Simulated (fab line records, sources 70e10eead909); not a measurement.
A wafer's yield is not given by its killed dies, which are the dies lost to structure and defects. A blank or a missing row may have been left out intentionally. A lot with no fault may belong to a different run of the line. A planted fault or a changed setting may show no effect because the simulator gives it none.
fab line records	flow nand_harc	part 1 of 2: steps 1 to 20 of 28
record: lots: 5	wafers: 15	last_day: 33
route steps=1302 shown A_CHANNEL_HOLE_D1@454
lots with no fault: from the same line, run without faults
start_h: hours from the record's opening day to when the first of the lot's shown wafers began	wait_h: hours elapsed since this lot's preceding step	" the same as in the row above	L1.1+2: one row covering several wafers at once	- value missing, or start not given	* or withheld: withheld	< > ~ a bound
route shown NAME@n: a module of which the file shows steps, and the number in the route of the first	usual: average and standard deviation across the fault-free wafers	same: alike in all rows	chamber/n: place in a boat	sites: readings site by site	_std_site: standard deviation across them	_edge_site: mean of outer sites minus mean of inner sites	radius_mm: how far each site lies from the wafer's centre	mask NAME#n: copy n	behind: the tool/chamber that last shaped the wafer	hold: reason for holding the lot/hours on hold/outcome of the hold	device: names the non-switching transistor (n, p or np)	end of line: the route-end tests of the same wafers	a step with no rows: only its recipe	killed: count of dies lost to structure and defects at first sort (not the wafer's yield)	map: a wafer's dies, x killed, . not, _ none there
set.NAME: the setting as run; set.NAME@STEP: as run at that earlier step	model.NAME: the simulator's own value behind a step, which no gauge read
a table for each step, a row for each wafer; lots at some steps of the route
services: from which hour (start_h, from the record's first day; less than 0 if before it) a tool's chamber was out of use, for how many hours, and why
== steps ==
step: NHARC_A_CHANNEL_HOLE_D1_COAT_36
recipe: temp_c: 260	time_s: 75
same: time_s: 75
lot.wafer	tool	chamber	start_h	wait_h
L076.2+3+5	litho_track-01	0	-	-
L082.3+4+5	litho_track-04	0	-	-
L084.2+4+5	litho_track-04	0	-	-
L085.3+4+6	litho_track-01	0	-	-
L094.3+5+6	litho_track-06	0	-	-
step: NHARC_A_CHANNEL_HOLE_D1_COAT_37
recipe: temp_c: 225	time_s: 65
same: time_s: 65
lot.wafer	tool	chamber	start_h	wait_h
L076.2+3+5	litho_track-01	0	-	-
L082.3+4+5	litho_track-04	0	-	-
L084.2+4+5	litho_track-04	0	-	-
L085.3+4+6	litho_track-01	0	-	-
L094.3+5+6	litho_track-06	0	-	-
step: NHARC_A_CHANNEL_HOLE_D1_COAT_04
recipe: spin_rpm: 1500	resist_thk_nm: 90
lot.wafer	tool	chamber	start_h	wait_h
L076.2+3+5	litho_track-01	0	-	-
L082.3+4+5	litho_track-04	0	-	-
L084.2+4+5	litho_track-04	0	-	-
L085.3+4+6	litho_track-01	0	-	-
L094.3+5+6	litho_track-06	0	-	-
step: NHARC_A_CHANNEL_HOLE_D1_SOFTBAKE_05
recipe: temp_c: 105	time_s: 55
same: time_s: 55
lot.wafer	tool	chamber	start_h	wait_h
L076.2+3+5	litho_track-01	0	-	-
L082.3+4+5	litho_track-04	0	-	-
L084.2+4+5	litho_track-04	0	-	-
L085.3+4+6	litho_track-01	0	-	-
L094.3+5+6	litho_track-06	0	-	-
step: NHARC_A_CHANNEL_HOLE_D1_EBR_06
lot.wafer	tool	chamber	start_h	wait_h
L076.2+3+5	litho_track-01	0	-	-
L082.3+4+5	litho_track-04	0	-	-
L084.2+4+5	litho_track-04	0	-	-
L085.3+4+6	litho_track-01	0	-	-
L094.3+5+6	litho_track-06	0	-	-
step: NHARC_A_CHANNEL_HOLE_D1_EXPOSE_07
recipe: na: 1.35	target_cd_nm: 100	sigma_outer: 0.3	dose_mj: 59.65	mask_id: HOLE_D1
usual: reticle_temp_C: 23.03/0.12
same: na: 1.35
lot.wafer	tool	chamber	start_h	wait_h	mask	reticle_temp_C
L076.2	arfi_scanner-03	0	195.60	-	HOLE_D1#0	23.10
L076.3	"	0	"	"	HOLE_D1#0	23.14
L076.5	"	0	"	"	HOLE_D1#0	23.05
L082.3	arfi_scanner-03	0	262.09	-	HOLE_D1#0	22.93
L082.4	"	0	"	"	HOLE_D1#0	22.93
L082.5	"	0	"	"	HOLE_D1#0	23.06
L084.2	arfi_scanner-03	0	272.73	-	HOLE_D1#0	23.15
L084.4	"	0	"	"	HOLE_D1#0	23.07
L084.5	"	0	"	"	HOLE_D1#0	23.14
L085.3	arfi_scanner-03	0	290.18	-	HOLE_D1#0	23.00
L085.4	"	0	"	"	HOLE_D1#0	22.91
L085.6	"	0	"	"	HOLE_D1#0	22.94
L094.3	arfi_scanner-01	0	383.29	-	HOLE_D1#0	22.85
L094.5	"	0	"	"	HOLE_D1#0	22.99
L094.6	"	0	"	"	HOLE_D1#0	22.92
step: NHARC_A_CHANNEL_HOLE_D1_PEB_08
recipe: peb_temp_c: 100	peb_time_s: 65
lot.wafer	tool	chamber	start_h	wait_h
L076.2+3+5	litho_track-06	0	195.66	0.1
L082.3+4+5	litho_track-04	0	262.14	0.0
L084.2+4+5	litho_track-06	0	272.78	0.1
L085.3+4+6	litho_track-04	0	290.23	0.0
L094.3+5+6	litho_track-06	0	383.34	0.0
step: NHARC_A_CHANNEL_HOLE_D1_DEVELOP_09
recipe: develop_time_s: 35	dev_temp_c: 23
lot.wafer	tool	chamber	start_h	wait_h
L076.2+3+5	litho_track-06	0	-	-
L082.3+4+5	litho_track-04	0	-	-
L084.2+4+5	litho_track-06	0	-	-
L085.3+4+6	litho_track-04	0	-	-
L094.3+5+6	litho_track-06	0	-	-
step: NHARC_A_CHANNEL_HOLE_D1_CD_MEAS_10
recipe: target_cd_nm: 100	landing_energy_ev: 500
usual: cd_nm: 99.9/0.44
same: landing_energy_ev: 500
lot.wafer	tool	chamber	start_h	wait_h	cd_nm
L076.2	cd_sem-03	0	195.74	-	99.7
L076.3	"	0	"	"	99.0
L076.5	"	0	"	"	99.3
L082.3	cd_sem-02	0	262.22	-	100.6
L082.4	"	0	"	"	99.5
L082.5	"	0	"	"	100.7
L084.2	cd_sem-01	0	272.86	-	99.3
L084.4	"	0	"	"	100.0
L084.5	"	0	"	"	100.0
L085.3	cd_sem-02	0	290.31	-	99.9
L085.4	"	0	"	"	99.9
L085.6	"	0	"	"	100.1
L094.3	cd_sem-01	0	383.42	-	100.0
L094.5	"	0	"	"	100.2
L094.6	"	0	"	"	99.7
step: NHARC_A_CHANNEL_HOLE_D1_OVL_MEAS_11
usual: overlay_x_nm: 0.3/0.82	overlay_y_nm: 0.0/0.66
lot.wafer	tool	chamber	start_h	wait_h	overlay_x_nm	overlay_y_nm
L076.2	overlay-02	-	195.84	-	1.5	0.2
L076.3	"	-	"	"	1.4	0.4
L076.5	"	-	"	"	1.8	0.5
L082.3	overlay-02	-	262.31	-	-0.1	0.1
L082.4	"	-	"	"	-0.4	-0.3
L082.5	"	-	"	"	-0.2	0.1
L084.2	overlay-02	-	272.95	-	-0.6	-1.6
L084.4	"	-	"	"	-0.2	-1.2
L084.5	"	-	"	"	0.1	-1.1
L085.3	overlay-02	-	290.40	-	0.2	-1.5
L085.4	"	-	"	"	-0.4	-1.3
L085.6	"	-	"	"	-0.3	-1.5
L094.3	overlay-01	-	383.51	-	-0.7	0.0
L094.5	"	-	"	"	-1.0	0.1
L094.6	"	-	"	"	-1.5	0.5
step: NHARC_A_CHANNEL_HOLE_D1_INSPECT_12
usual: raw_defect_count: 5.7/2.7
lot.wafer	tool	chamber	start_h	wait_h	raw_defect_count
L076.2	defect_inspect-02	-	195.87	0.0	13
L076.3	"	-	"	"	2
L076.5	"	-	"	"	13
L082.3	defect_inspect-01	-	262.34	0.0	7
L082.4	"	-	"	"	6
L082.5	"	-	"	"	8
L084.2	defect_inspect-02	-	272.99	0.0	8
L084.4	"	-	"	"	6
L084.5	"	-	"	"	6
L085.3	defect_inspect-01	-	290.44	0.0	5
L085.4	"	-	"	"	5
L085.6	"	-	"	"	6
L094.3	defect_inspect-02	-	383.54	0.0	6
L094.5	"	-	"	"	7
L094.6	"	-	"	"	7
step: NHARC_A_CHANNEL_HOLE_D1_DESCUM_15
recipe: time_s: 3	o2_flow_sccm: 200	ar_flow_sccm: 0	bias_power_w: 0	chemistry: O2
usual: drypump_motor_current_A: 5.7/0.49	oes_product_au: 0.997/0.0068	rf_vpp_V: 57.7/0.94	showerhead_plenum_p_Torr: 1.87/0.074	throttle_valve_pct: 11.311/0.01
same: time_s: 3
lot.wafer	tool	chamber	start_h	wait_h	drypump_motor_current_A	oes_product_au	rf_hours_counter_h	rf_vpp_V	showerhead_plenum_p_Torr	throttle_valve_pct
L076.2	rie_diel-04	2	195.93	0.1	6.3	0.995	2	58.3	1.87	11.304
L076.3	"	1	"	"	6.8	1.005	2	58.7	2.00	11.311
L076.5	"	2	"	"	6.3	1.006	-	58.5	1.87	11.310
L082.3	rie_diel-13	3	262.43	0.1	5.4	0.993	8	57.6	2.00	11.297
L082.5	"	0	"	"	6.3	0.994	-	57.2	1.82	11.330
L082.4	"	1	"	"	5.0	0.997	-	57.5	1.88	11.286
L084.2	rie_diel-04	0	273.07	0.1	6.1	0.994	30	57.7	1.80	11.311
L084.5	"	3	"	"	6.0	0.992	-	57.2	1.88	11.316
L084.4	"	0	"	"	6.1	1.000	-	58.2	1.80	11.313
L085.3	rie_diel-13	3	290.49	0.1	5.4	0.987	11	58.8	2.00	11.309
L085.4	"	1	"	"	5.1	1.000	11	57.4	1.87	11.309
L085.6	"	3	"	"	5.4	0.996	-	57.5	2.00	11.296
L094.3	rie_diel-13	1	383.62	0.1	5.1	0.996	3	57.9	1.87	11.301
L094.6	"	3	"	"	5.4	0.994	-	56.8	2.00	11.314
L094.5	"	0	"	"	6.3	0.991	-	57.6	1.82	11.327
step: NHARC_A_CHANNEL_HOLE_D1_ETCH_38
recipe: target_depth_a: 390	over_etch_frac: 0.3	time_s: 65	ion_energy_ev: 80	cf4_flow_sccm: 150	ar_flow_sccm: 0	rf_w: 300	bias_w: 100	chemistry: CF4
usual: drypump_motor_current_A: 5.7/0.51	oes_product_au: 0.997/0.0084	rf_vpp_V: 150.9/1.1	showerhead_plenum_p_Torr: 1.74/0.065	throttle_valve_pct: 13.283/0.0093
same: over_etch_frac: 0.3	time_s: 65
lot.wafer	tool	chamber	start_h	wait_h	drypump_motor_current_A	oes_product_au	rf_hours_counter_h	rf_vpp_V	showerhead_plenum_p_Torr	throttle_valve_pct
L076.3	rie_diel-04	1	196.04	0.1	6.7	0.991	2	151.7	1.84	13.276
L076.2	"	2	"	"	6.3	0.983	2	149.6	1.73	13.279
L076.5	"	1	"	"	6.7	0.998	-	151.8	1.84	13.284
L082.3	rie_diel-13	0	262.52	0.1	6.3	1.005	7	152.3	1.69	13.277
L082.4	"	0	"	"	6.3	1.005	-	151.6	1.69	13.271
L082.5	"	1	"	"	5.1	0.998	-	151.5	1.74	13.287
L084.2	rie_diel-04	0	273.17	0.1	6.0	1.001	30	151.1	1.67	13.291
L084.5	"	2	"	"	6.3	1.006	-	151.1	1.72	13.289
L084.4	"	0	"	"	6.1	1.006	-	152.2	1.67	13.289
L085.3	rie_diel-13	1	290.58	0.1	5.1	1.003	11	150.2	1.73	13.270
L085.4	"	3	"	"	5.4	0.999	11	152.6	1.84	13.298
L085.6	"	1	"	"	5.0	0.996	-	150.5	1.74	13.287
L094.3	rie_diel-13	3	383.69	0.1	5.4	1.002	3	152.4	1.84	13.277
L094.6	"	3	"	"	5.4	0.992	-	152.8	1.84	13.264
L094.5	"	0	"	"	6.3	1.006	-	150.4	1.69	13.269
step: NHARC_A_CHANNEL_HOLE_D1_ETCH_39
recipe: target_depth_a: 2600	over_etch_frac: 0.3	time_s: 325	ion_energy_ev: 200	n2_flow_sccm: 150	h2_flow_sccm: 150	ar_flow_sccm: 0	rf_w: 400	bias_w: 150	chemistry: N2/H2
usual: drypump_motor_current_A: 5.7/0.48	h2_flow_sccm: 150.0/0.43	oes_product_au: 0.997/0.0081	rf_vpp_V: 429.3/2.3	showerhead_plenum_p_Torr: 2.00/0.08	throttle_valve_pct: 14.170/0.0094
same: over_etch_frac: 0.3	time_s: 325
lot.wafer	tool	chamber	start_h	wait_h	drypump_motor_current_A	h2_flow_sccm	oes_product_au	rf_hours_counter_h	rf_vpp_V	showerhead_plenum_p_Torr	throttle_valve_pct
L076.3	rie_diel-04	0	-	-	6.1	149.7	0.997	3	428.1	1.93	14.160
L076.2	"	2	"	"	6.3	150.1	0.990	3	429.4	1.99	14.171
L076.5	"	0	"	"	6.1	149.9	1.004	-	427.7	1.93	14.173
L082.3	rie_diel-13	1	-	-	5.0	149.4	0.994	7	430.9	2.00	14.162
L082.4	"	0	"	"	6.3	149.6	0.989	-	426.7	1.94	14.159
L082.5	"	1	"	"	5.1	149.5	1.003	-	429.5	2.00	14.181
L084.2	rie_diel-04	2	-	-	6.4	150.0	0.996	26	430.0	1.98	14.175
L084.4	"	3	"	"	6.0	150.6	0.993	-	428.8	2.00	14.165
L084.5	"	0	"	"	6.0	151.2	0.998	-	426.7	1.92	14.149
L085.3	rie_diel-13	0	-	-	6.3	149.2	0.987	10	428.9	1.94	14.154
L085.4	"	2	"	"	5.6	149.9	0.985	10	427.9	1.93	14.189
L085.6	"	0	"	"	6.3	149.5	0.991	-	428.3	1.94	14.168
L094.3	rie_diel-13	2	-	-	5.6	149.7	0.993	3	426.9	1.93	14.173
L094.5	"	0	"	"	6.3	150.5	0.997	-	427.9	1.94	14.182
L094.6	"	1	"	"	5.0	149.6	0.998	-	430.2	1.99	14.168
step: NHARC_A_CHANNEL_HOLE_D1_ETCH_34
recipe: target_depth_a: 1540	time_s: 77	cf4_flow_sccm: 100	chf3_flow_sccm: 30	ar_flow_sccm: 0	rf_w: 500	bias_w: 200	chemistry: CF4/CHF3
usual: drypump_motor_current_A: 5.6/0.5	oes_product_au: 0.947/0.024	rf_vpp_V: 369.5/1.9	showerhead_plenum_p_Torr: 1.54/0.055	throttle_valve_pct: 16.802/0.0094
same: time_s: 77
lot.wafer	tool	chamber	start_h	wait_h	drypump_motor_current_A	oes_product_au	rf_hours_counter_h	rf_vpp_V	showerhead_plenum_p_Torr	throttle_valve_pct
L076.3	rie_diel-04	2	-	-	6.3	0.963	3	371.4	1.54	16.803
L076.2	"	0	"	"	6.1	0.956	3	368.1	1.49	16.816
L076.5	"	2	"	"	6.3	0.966	-	370.0	1.54	16.808
L082.3	rie_diel-13	3	-	-	5.4	0.926	8	372.8	1.64	16.808
L082.5	"	0	"	"	6.3	0.922	-	366.4	1.50	16.786
L082.4	"	1	"	"	5.0	0.910	-	370.0	1.54	16.804
L084.2	rie_diel-04	3	-	-	6.0	0.964	26	369.4	1.55	16.817
L084.4	"	2	"	"	6.3	0.964	-	366.8	1.53	16.803
L084.5	"	3	"	"	6.0	0.959	-	368.9	1.55	16.796
L085.4	rie_diel-13	0	-	-	6.2	0.923	10	368.6	1.50	16.823
L085.3	"	1	"	"	5.1	0.922	11	370.4	1.54	16.789
L085.6	"	1	"	"	5.1	0.927	-	370.0	1.54	16.790
L094.3	rie_diel-13	2	-	-	5.5	0.953	3	368.0	1.49	16.799
L094.6	"	1	"	"	5.0	0.966	-	369.7	1.54	16.795
L094.5	"	2	"	"	5.6	0.949	-	369.3	1.49	16.820
step: NHARC_A_CHANNEL_HOLE_D1_ETCH_16
recipe: target_depth_a: 31000	over_etch_frac: 0.3	time_s: 806	ion_energy_ev: 150	o2_flow_sccm: 400	cos_flow_sccm: 20	ar_flow_sccm: 0	rf_w: 500	bias_w: 300	chemistry: O2/COS
usual: drypump_motor_current_A: 5.6/0.49	oes_product_au: 0.997/0.0078	rf_vpp_V: 313.3/1.9	showerhead_plenum_p_Torr: 3.06/0.11	throttle_valve_pct: 28.331/0.01
same: over_etch_frac: 0.3	time_s: 806
lot.wafer	tool	chamber	start_h	wait_h	drypump_motor_current_A	oes_product_au	rf_hours_counter_h	rf_vpp_V	showerhead_plenum_p_Torr	throttle_valve_pct
L076.3	rie_diel-04	1	-	-	6.8	0.990	3	316.0	3.25	28.310
L076.2	"	0	"	"	6.1	0.994	3	312.4	2.97	28.331
L076.5	"	2	"	"	6.3	0.989	-	315.1	3.05	28.346
L082.3	rie_diel-13	3	-	-	5.4	0.996	8	317.4	3.26	28.350
L082.5	"	1	"	"	5.1	1.009	-	313.0	3.06	28.309
L082.4	"	0	"	"	6.3	1.007	-	311.4	2.98	28.340
L084.2	rie_diel-04	2	-	-	6.3	1.004	26	313.1	3.04	28.347
L084.5	"	2	"	"	6.3	0.999	-	313.2	3.04	28.322
L084.4	"	3	"	"	6.0	1.002	-	315.2	3.07	28.327
L085.4	rie_diel-13	0	-	-	6.3	0.997	10	311.6	2.98	28.324
L085.3	"	1	"	"	5.1	0.987	11	312.8	3.06	28.329
L085.6	"	0	"	"	6.3	1.004	-	311.0	2.98	28.319
L094.3	rie_diel-13	0	-	-	6.3	0.997	4	311.6	2.97	28.337
L094.6	"	3	"	"	5.4	1.000	-	317.1	3.25	28.314
L094.5	"	0	"	"	6.3	1.008	-	313.2	2.97	28.329
step: NHARC_A_CHANNEL_HOLE_D1_CD_MEAS_18
usual: cd_nm: 98.9/1.5
lot.wafer	tool	chamber	start_h	wait_h	cd_nm
L076.2	cd_sem-01	-	197.24	-	98.9
L076.3	"	-	"	"	99.8
L076.5	"	-	"	"	98.3
L082.3	cd_sem-03	-	263.73	-	98.8
L082.4	"	-	"	"	96.9
L082.5	"	-	"	"	96.7
L084.2	cd_sem-02	-	274.37	-	100.7
L084.4	"	-	"	"	99.8
L084.5	"	-	"	"	101.2
L085.3	cd_sem-01	-	291.61	-	99.7
L085.4	"	-	"	"	99.1
L085.6	"	-	"	"	99.5
L094.3	cd_sem-03	-	384.72	-	99.6
L094.5	"	-	"	"	99.1
L094.6	"	-	"	"	99.1
step: NHARC_A_CHANNEL_HOLE_D1_ETCH_19
recipe: bias_v: 1200	source_w: 2500	pressure_mtorr: 15	time_s: 34.5	ar_flow_sccm: 375	c4f8_flow_sccm: 28.8	o2_flow_sccm: 96.2	temp_c: -20	target_depth_a: *	chemistry: C4F8/O2/Ar
usual: drypump_motor_current_A: 6.1/0.42	showerhead_plenum_p_Torr: 3.65/0.12	throttle_valve_pct: 37.037/0.0091
same: time_s: 34.5
lot.wafer	tool	chamber	start_h	wait_h	drypump_motor_current_A	rf_hours_counter_h	showerhead_plenum_p_Torr	throttle_valve_pct
L076.2	har_etch-01	1	197.31	0.1	5.7	92	3.77	37.047
L076.3	"	1	"	"	5.7	-	3.77	37.041
L076.5	"	1	"	"	5.7	-	3.77	37.045
L082.3	har_etch-02	1	267.78	4.1	5.9	-	3.71	37.022
L082.4	"	0	"	"	6.8	-	3.51	37.045
L082.5	"	1	"	"	5.9	-	3.71	37.039
L084.2	har_etch-02	0	276.11	1.7	6.8	339	3.51	37.030
L084.4	"	0	"	"	6.8	-	3.51	37.026
L084.5	"	1	"	"	5.9	-	3.71	37.045
L085.3	har_etch-01	0	291.72	0.1	6.1	-	3.57	37.032
L085.4	"	1	"	"	5.7	-	3.74	37.045
L085.6	"	1	"	"	5.7	-	3.74	37.040
L094.3	har_etch-01	1	391.38	6.7	5.7	-	3.70	37.037
L094.6	"	1	"	"	5.7	-	3.70	37.027
L094.5	"	0	"	"	6.1	-	3.54	37.037
step: NHARC_A_CHANNEL_HOLE_D1_ETCH_20
recipe: bias_v: 3000	source_w: withheld	pressure_mtorr: 20	time_s: 361.9	ar_flow_sccm: 375	c4f8_flow_sccm: 89.3	o2_flow_sccm: 35.7	temp_c: -20	target_depth_a: 16000	chemistry: C4F8/O2/Ar
usual: drypump_motor_current_A: 6.1/0.43	showerhead_plenum_p_Torr: 3.61/0.11	throttle_valve_pct: 32.154/0.0094
same: time_s: 361.9
lot.wafer	tool	chamber	start_h	wait_h	drypump_motor_current_A	rf_hours_counter_h	showerhead_plenum_p_Torr	throttle_valve_pct
L076.2	har_etch-01	1	197.42	0.1	5.7	92	3.73	32.167
L076.3	"	1	"	"	5.7	-	3.73	32.143
L076.5	"	1	"	"	5.7	-	3.73	32.150
L082.3	har_etch-02	1	267.96	0.2	6.0	-	3.67	32.149
L082.4	"	0	"	"	6.8	-	3.48	32.142
L082.5	"	1	"	"	6.0	-	3.67	32.157
L084.2	har_etch-02	0	276.26	0.1	6.8	339	3.48	32.149
L084.4	"	0	"	"	6.8	-	3.48	32.150
L084.5	"	1	"	"	5.9	-	3.67	32.153
L085.3	har_etch-01	0	291.89	0.2	6.1	-	3.53	32.146
L085.4	"	1	"	"	5.7	-	3.69	32.160
L085.6	"	1	"	"	5.7	-	3.69	32.156
L094.3	har_etch-01	1	391.56	0.2	5.7	-	3.66	32.163
L094.6	"	1	"	"	5.7	-	3.66	32.156
L094.5	"	0	"	"	6.1	-	3.50	32.132
step: NHARC_A_CHANNEL_HOLE_D1_ETCH_21
recipe: bias_v: 3000	source_w: withheld	pressure_mtorr: 20	time_s: 514.3	ar_flow_sccm: 375	c4f8_flow_sccm: 89.3	o2_flow_sccm: 35.7	temp_c: -20	target_depth_a: 16000	chemistry: C4F8/O2/Ar
usual: drypump_motor_current_A: 6.1/0.43	showerhead_plenum_p_Torr: 3.61/0.11	throttle_valve_pct: 32.154/0.0089
same: time_s: 514.3
lot.wafer	tool	chamber	start_h	wait_h	drypump_motor_current_A	rf_hours_counter_h	showerhead_plenum_p_Torr	throttle_valve_pct
L076.2	har_etch-01	1	197.74	0.3	5.7	92	3.73	32.150
L076.3	"	1	"	"	5.7	-	3.73	32.148
L076.5	"	1	"	"	5.7	-	3.73	32.148
L082.3	har_etch-02	1	268.32	0.3	6.0	-	3.67	32.155
L082.4	"	0	"	"	6.8	-	3.48	32.161
L082.5	"	1	"	"	5.9	-	3.67	32.163
L084.2	har_etch-02	0	276.59	0.3	6.8	340	3.48	32.164
L084.4	"	0	"	"	6.8	-	3.48	32.168
L084.5	"	1	"	"	6.0	-	3.67	32.157
L085.3	har_etch-01	0	292.25	0.3	6.1	-	3.53	32.167
L085.4	"	1	"	"	5.7	-	3.69	32.164
L085.6	"	1	"	"	5.7	-	3.69	32.155
L094.3	har_etch-01	1	391.92	0.3	5.7	-	3.66	32.138
L094.6	"	1	"	"	5.7	-	3.66	32.165
L094.5	"	0	"	"	6.1	-	3.50	32.140
